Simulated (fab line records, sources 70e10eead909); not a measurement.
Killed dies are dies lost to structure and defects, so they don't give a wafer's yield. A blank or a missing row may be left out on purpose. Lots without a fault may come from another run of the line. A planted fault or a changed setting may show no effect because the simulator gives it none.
Chamber matching | flow nand_harc | NHARC_A_STAIRCASE_DESCUM_252 on rie_diel-01: 4 sister chambers
The step chemistry O2, time 3 s. 4 wafers are shown with their chamber, then 7 later ones without.

WAFERS WITH THEIR CHAMBER
wafer  | chamber | showerhead_plenum_p_Torr (Torr)
L080.1 | 2       | 1.88
L080.4 | 1       | 2.01
L085.2 | 0       | 1.96
L085.4 | 3       | 1.92

WAFERS WITHOUT THEIR CHAMBER
wafer  | showerhead_plenum_p_Torr (Torr)
L085.6 | 1.87
L088.2 | 1.87
L088.4 | 1.92
L088.6 | 1.92
L095.1 | 1.96
L095.2 | 2.00
L095.3 | 1.91

WHICH CHAMBER EACH WENT THROUGH
wafer  | from the rows above | in truth
L085.6 | 2                   | 2
L088.2 | 2                   | 2
L088.4 | 3                   | 3
L088.6 | 3                   | 3
L095.1 | 0                   | 0
L095.2 | 1                   | 1
L095.3 | 3                   | 3
Placed correctly: 7 of 7. Can't be placed from these rows: 0. Placed wrongly: 0.
How it was worked out, from the rows above alone: a wafer's distance from a chamber is the root of the sum, over the readings, of the square of ((its reading less the chamber's mean) divided by the reading's scatter). The wafer belongs to the nearest chamber; if the next one is less than 2 further off, it can't be placed. A chamber's mean is the mean of its shown wafers. The scatter: with one shown wafer a chamber, the root of the mean of the squares of how far each hidden wafer lies from its nearest shown one.
